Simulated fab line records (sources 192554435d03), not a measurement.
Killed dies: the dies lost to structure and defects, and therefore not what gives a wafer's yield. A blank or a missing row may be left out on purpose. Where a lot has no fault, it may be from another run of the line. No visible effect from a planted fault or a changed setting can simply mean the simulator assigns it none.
fab line records + flow n5Finfet + part 2 of 2: steps 31 to 41 of 41
record
- lots=5
- wafers=15
- lastDay=17
route steps=1938 shown ZERO_LAYER@16 WELL_APT@20
lots untouched by any fault: they come from a run of this same line in which no faults occurred
startH: hours from the record's first day to the start of the lot's first wafer shown + waitH: hours from the lot's prior step to this one + " repeats the value in the row above + L1.1+2: one row covering several wafers at once + - value missing, or start not given + * or withheld: withheld + < > ~ a bound
route shown NAME@n: names a module that has steps shown in the file, with the first one's number in the route + usual: average and standard deviation across the fault-free wafers + same: alike in all rows + chamber/n: place in a boat + sites: per-site readings + _std_site: the values' standard deviation + _edge_site: outer sites' mean less inner sites' + radiusMm: how far each site lies from the wafer's centre + mask NAME#n: copy n + behind: the last tool/chamber to shape the wafer + hold: why the lot went on hold/how many hours it stayed there/how the hold came to an end + device: the n, p or np transistor that did not switch + end of line: the route-end tests of the same wafers + for a step that has no rows: nothing shown but its recipe + killed: not the wafer's yield, but the dies lost to structure and defects at the first sort + map: a wafer's dies, x killed, . not, _ none there
set.NAME: the run value of the setting; set.NAME@STEP: its run value at that earlier step + model.NAME: the simulator's own value behind a step, which no gauge read
lots seen at some steps along the route; tables by step, rows by wafer
services: the hour from which a tool's chamber was out of use, counted from the record's first day as startH (under 0 if before that day), plus the number of hours and why
## steps
# step N5_WELL_APT_DESCUM_30
# recipe
- chemistry=O2
- timeS=7.9
- sourcePowerW=50
- biasPowerW=20
- pressureMtorr=20
- rfFrequencyHz=2.712e+07
- tempC=40
- o2FlowSccm=225
# usual
- drypumpMotorCurrentA=5.5/0.39
- oesProductAu=0.82/0.1
- rfVppV=243.9/1.1
- showerheadPlenumPTorr=2.14/0.059
- throttleValvePct=20.42/0.2
| lot.wafer | tool       | chamber | startH | waitH | drypumpMotorCurrentA | oesProductAu | rfHoursCounterH | rfVppV | showerheadPlenumPTorr | throttleValvePct |
|-----------|------------|---------|--------|-------|----------------------|--------------|-----------------|--------|-----------------------|------------------|
| L076.1    | rieDiel-02 | 0       | 27.39  | 0.2   | 5.7                  | 0.73         | 173             | 245.4  | 2.17                  | 20.79            |
| L076.4    | "          | 3       | "      | "     | 5.1                  | 0.78         | 121             | 243.5  | 2.18                  | 20.24            |
| L076.6    | "          | 0       | "      | "     | 5.7                  | 0.73         | -               | 243.0  | 2.18                  | 20.79            |
| L080.1    | rieDiel-01 | 2       | 51.08  | 0.0   | 6.1                  | 0.98         | 3               | 244.9  | 2.24                  | 20.20            |
| L080.4    | "          | 2       | "      | "     | 6.1                  | 1.00         | -               | 243.4  | 2.24                  | 20.20            |
| L080.5    | "          | 0       | "      | "     | 5.3                  | 0.96         | -               | 245.8  | 2.23                  | 20.11            |
| L084.1    | rieDiel-01 | 0       | 75.18  | 0.1   | 5.2                  | 0.94         | 25              | 245.4  | 2.22                  | 20.12            |
| L084.5    | "          | 2       | "      | "     | 6.1                  | 0.95         | -               | 244.2  | 2.24                  | 20.21            |
| L084.6    | "          | 3       | "      | "     | 5.7                  | 0.99         | -               | 244.1  | 2.06                  | 20.20            |
| L086.1    | rieDiel-02 | 2       | 87.11  | 0.0   | 5.5                  | 0.75         | 147             | 242.3  | 2.10                  | 20.36            |
| L086.2    | "          | 0       | "      | "     | 5.7                  | 0.71         | 193             | 243.1  | 2.17                  | 20.84            |
| L086.3    | "          | 3       | "      | "     | 5.1                  | 0.76         | 141             | 244.9  | 2.18                  | 20.26            |
| L094.4    | rieDiel-01 | 3       | 135.05 | 0.0   | 5.7                  | 0.91         | 24              | 244.0  | 2.05                  | 20.23            |
| L094.5    | "          | 1       | "      | "     | 5.9                  | 0.70         | -               | 242.3  | 2.15                  | 20.41            |
| L094.6    | "          | 2       | "      | "     | 6.0                  | 0.90         | -               | 244.5  | 2.23                  | 20.25            |
# step N5_WELL_APT_IMPLANT_31
# recipe
- species=B
- energyKev=60
- doseCm2=1.5e+13
- tiltDeg=0
- rotationDeg=0
| lot.wafer  | tool         | chamber | startH | waitH |
|------------|--------------|---------|--------|-------|
| L076.1+4+6 | implanter-02 | 0       | 27.49  | 0.1   |
| L080.1+4+5 | implanter-02 | 0       | 51.18  | 0.1   |
| L084.1+5+6 | implanter-01 | 0       | 75.28  | 0.1   |
| L086.1+2+3 | implanter-01 | 0       | 87.21  | 0.1   |
| L094.4+5+6 | implanter-01 | 0       | 135.24 | 0.2   |
# step N5_WELL_APT_IMPLANT_32
# recipe
- species=BF2
- energyKev=50
- doseCm2=2e+13
- tiltDeg=0
- rotationDeg=0
| lot.wafer  | tool         | chamber | startH | waitH |
|------------|--------------|---------|--------|-------|
| L076.1+4+6 | implanter-02 | 0       | 27.67  | 0.1   |
| L080.1+4+5 | implanter-02 | 0       | 51.36  | 0.1   |
| L084.1+5+6 | implanter-01 | 0       | 75.46  | 0.1   |
| L086.1+2+3 | implanter-01 | 0       | 87.39  | 0.1   |
| L094.4+5+6 | implanter-01 | 0       | 135.42 | 0.1   |
# step N5_WELL_APT_STRIP_33
# recipe
- chemistry=SPM
- timeS=900
- tempC=130
- h2so4H2o2VolRatio=4
- dry=ipaMarangoni
| lot.wafer  | tool        | chamber | startH | waitH |
|------------|-------------|---------|--------|-------|
| L076.1+4+6 | wetBench-06 | 4,0,1   | 27.88  | 0.2   |
| L080.1+4+5 | wetBench-03 | 2,1,6   | 51.57  | 0.2   |
| L084.1+5+6 | wetBench-03 | 4,0,6   | 75.67  | 0.2   |
| L086.1+2+3 | wetBench-03 | 3,5,2   | 87.59  | 0.2   |
| L094.4+5+6 | wetBench-06 | 2,0,1   | 135.54 | 0.1   |
# step N5_WELL_APT_RTA_34
# recipe
- tempC=1000
- timeS=10
- ambient=N2
- idleTempC=600
- rampUpCPerS=150
- rampDownCPerS=60
- coolToC=600
# usual
- lampPowerPct=13.01/0.048
- lamp_zone_3_pct=12.999/0.029
- lamp_zone_4_pct=12.992/0.027
- wafer_temp_C_max=1003.6/1.1
| lot.wafer | tool         | chamber | startH | waitH | lampPowerPct | lamp_zone_3_pct | lamp_zone_4_pct | wafer_temp_C_max |
|-----------|--------------|---------|--------|-------|--------------|-----------------|-----------------|------------------|
| L076.1    | rtpAnneal-01 | 0       | 28.15  | 0.0   | 12.97        | 13.035          | 13.002          | 1004.2           |
| L076.4    | "            | 0       | "      | "     | 13.02        | 12.983          | 13.006          | 1003.1           |
| L076.6    | "            | 0       | "      | "     | 13.01        | 13.010          | 13.030          | 1004.3           |
| L080.1    | rtpAnneal-01 | 0       | 51.84  | 0.0   | 12.96        | 12.968          | 13.010          | 1003.0           |
| L080.4    | "            | 0       | "      | "     | 13.11        | 13.051          | 13.007          | 1003.8           |
| L080.5    | "            | 0       | "      | "     | 13.03        | 13.002          | 13.030          | 1004.3           |
| L084.1    | rtpAnneal-02 | 0       | 75.94  | 0.0   | 12.98        | 12.975          | 12.973          | 1003.7           |
| L084.5    | "            | 0       | "      | "     | 12.98        | 12.975          | 13.032          | 1005.4           |
| L084.6    | "            | 0       | "      | "     | 13.05        | 12.982          | 12.957          | 1004.7           |
| L086.1    | rtpAnneal-01 | 0       | 88.13  | 0.3   | 13.05        | 13.001          | 13.009          | 1005.7           |
| L086.2    | "            | 0       | "      | "     | 13.02        | 13.011          | 12.986          | 1005.5           |
| L086.3    | "            | 0       | "      | "     | 13.01        | 12.990          | 13.016          | 1004.7           |
| L094.4    | rtpAnneal-02 | 0       | 135.98 | 0.2   | 12.99        | 12.993          | 12.973          | 1003.7           |
| L094.5    | "            | 0       | "      | "     | 12.93        | 12.996          | 13.018          | 1002.7           |
| L094.6    | "            | 0       | "      | "     | 12.96        | 13.026          | 12.976          | 1001.2           |
# step N5_WELL_APT_OXIDE_STRIP_42
# recipe
- chemistry=dHF
- dilution=25:1
- timeS=45
- tempC=25
- target=SiO2
- targetDepthA=120
| lot.wafer  | tool        | chamber | startH | waitH |
|------------|-------------|---------|--------|-------|
| L076.1+4+6 | wetBench-03 | 0,4,7   | 28.30  | 0.1   |
| L080.1+4+5 | wetBench-06 | 3,2,0   | 51.99  | 0.1   |
| L084.1+5+6 | wetBench-05 | 5,1,7   | 76.09  | 0.1   |
| L086.1+2+3 | wetBench-03 | 5,1,2   | 88.27  | 0.1   |
| L094.4+5+6 | wetBench-05 | 6,7,1   | 136.07 | 0.1   |
# step N5_WELL_APT_PRECLEAN_36
# recipe
- chemistry=O3/DIW
- timeS=45
- tempC=22
- o3Ppm=10
| lot.wafer  | tool        | chamber | startH | waitH |
|------------|-------------|---------|--------|-------|
| L076.1+4+6 | wetBench-03 | 0,4,7   | 28.31  | 0.0   |
| L080.1+4+5 | wetBench-06 | 3,2,0   | 52.00  | 0.0   |
| L084.1+5+6 | wetBench-05 | 5,1,7   | 76.10  | 0.0   |
| L086.1+2+3 | wetBench-03 | 5,1,2   | 88.29  | 0.0   |
| L094.4+5+6 | wetBench-05 | 6,7,1   | 136.08 | 0.0   |
# step N5_WELL_APT_PRECLEAN_39
# recipe
- chemistry=dHF
- timeS=60
- dilution=150:1
- tempC=25
| lot.wafer  | tool        | chamber | startH | waitH |
|------------|-------------|---------|--------|-------|
| L076.1+4+6 | wetBench-03 | 0,4,7   | 28.33  | 0.0   |
| L080.1+4+5 | wetBench-06 | 3,2,0   | 52.01  | 0.0   |
| L084.1+5+6 | wetBench-05 | 5,1,7   | 76.12  | 0.0   |
| L086.1+2+3 | wetBench-03 | 5,1,2   | 88.30  | 0.0   |
| L094.4+5+6 | wetBench-05 | 6,7,1   | 136.10 | 0.0   |
# step N5_WELL_APT_SRD_37
# recipe
- dry=ipaMarangoni
- doPpb=5
- timeS=30
- tempC=23
- rinseLiquid=diw
| lot.wafer  | tool        | chamber | startH | waitH |
|------------|-------------|---------|--------|-------|
| L076.1+4+6 | wetBench-03 | 0,4,7   | 28.34  | 0.0   |
| L080.1+4+5 | wetBench-06 | 3,2,0   | 52.03  | 0.0   |
| L084.1+5+6 | wetBench-05 | 5,1,7   | 76.13  | 0.0   |
| L086.1+2+3 | wetBench-03 | 5,1,2   | 88.31  | 0.0   |
| L094.4+5+6 | wetBench-05 | 6,7,1   | 136.11 | 0.0   |
# step N5_WELL_APT_EPI_41
# recipe
- material=Si
- targetThkA=500
- tempC=650
- precursor=SiH4/H2
- pressureTorr=20
- timeS=297.7
# usual
- throttleValvePct=11.2/0.45
| lot.wafer | tool        | chamber | startH | waitH | throttleValvePct |
|-----------|-------------|---------|--------|-------|------------------|
| L076.1    | epiRpcvd-02 | 0       | 28.39  | 0.0   | 10.9             |
| L076.4    | "           | 0       | "      | "     | 10.6             |
| L076.6    | "           | 0       | "      | "     | 10.8             |
| L080.1    | epiRpcvd-03 | 0       | 52.08  | 0.0   | 12.0             |
| L080.4    | "           | 0       | "      | "     | 12.2             |
| L080.5    | "           | 0       | "      | "     | 12.1             |
| L084.1    | epiRpcvd-04 | 0       | 76.18  | 0.0   | 11.2             |
| L084.5    | "           | 0       | "      | "     | 11.3             |
| L084.6    | "           | 0       | "      | "     | 11.3             |
| L086.1    | epiRpcvd-04 | 0       | 88.36  | 0.0   | 11.2             |
| L086.2    | "           | 0       | "      | "     | 11.1             |
| L086.3    | "           | 0       | "      | "     | 11.5             |
| L094.4    | epiRpcvd-04 | 0       | 136.46 | 0.3   | 10.9             |
| L094.5    | "           | 0       | "      | "     | 11.3             |
| L094.6    | "           | 0       | "      | "     | 11.2             |
# step N5_WELL_APT_INSPECT_38
# recipe
- inspectInstrument=darkfield
- mode=postEpi
# usual
- rawDefectCount=13/5.3
| lot.wafer | tool             | chamber | startH | waitH | rawDefectCount |
|-----------|------------------|---------|--------|-------|----------------|
| L076.1    | defectInspect-01 | -       | 29.03  | 0.5   | 17             |
| L076.4    | "                | -       | "      | "     | 5              |
| L076.6    | "                | -       | "      | "     | 12             |
| L080.1    | defectInspect-02 | -       | 52.92  | 0.7   | 10             |
| L080.4    | "                | -       | "      | "     | 12             |
| L080.5    | "                | -       | "      | "     | 7              |
| L084.1    | defectInspect-02 | -       | 77.02  | 0.7   | 12             |
| L084.5    | "                | -       | "      | "     | 16             |
| L084.6    | "                | -       | "      | "     | 5              |
| L086.1    | defectInspect-01 | -       | 89.00  | 0.5   | 7              |
| L086.2    | "                | -       | "      | "     | 13             |
| L086.3    | "                | -       | "      | "     | 13             |
| L094.4    | defectInspect-01 | -       | 136.80 | 0.2   | 7              |
| L094.5    | "                | -       | "      | "     | 4              |
| L094.6    | "                | -       | "      | "     | 7              |
## services
| tool           | chamber | startH | hours | kind   |
|----------------|---------|--------|-------|--------|
| rieDiel-01     | 1       | 2.32   | 5.7   | repair |
| epiRpcvd-02    | -       | 10.11  | 0.2   | repair |
| implanter-01   | -       | 17.83  | 0.6   | repair |
| rieSi-02       | 3       | 27.73  | 6.7   | repair |
| implanter-01   | -       | 33.01  | 1.2   | repair |
| rieDiel-04     | 0       | 37.44  | 4.8   | repair |
| rieSi-02       | 3       | 38.60  | 2.0   | repair |
| epiRpcvd-02    | -       | 44.76  | 1.3   | repair |
| implanter-02   | -       | 45.87  | 2.8   | pm     |
| implanter-02   | -       | 54.26  | 5.8   | repair |
| krfScanner-01  | -       | 75.39  | 3.6   | pm     |
| implanter-02   | -       | 84.78  | 1.8   | repair |
| krfScanner-01  | -       | 86.04  | 4.0   | pm     |
| rieDiel-04     | -       | 89.16  | 0.4   | repair |
| rieSi-06       | 1       | 90.62  | 10.5  | repair |
| rieSi-06       | -       | 90.73  | 0.3   | repair |
| implanter-01   | -       | 92.13  | 3.5   | repair |
| krfScanner-02  | -       | 93.11  | 0.8   | pm     |
| rieSi-06       | 3       | 95.15  | 22.9  | repair |
| plasmaAsher-01 | -       | 108.19 | 1.7   | repair |
| rieDiel-02     | 0       | 113.52 | 7.3   | repair |
| implanter-01   | -       | 122.32 | 3.0   | repair |
| krfScanner-01  | -       | 123.83 | 1.0   | pm     |
| krfScanner-01  | -       | 131.53 | 8.1   | repair |
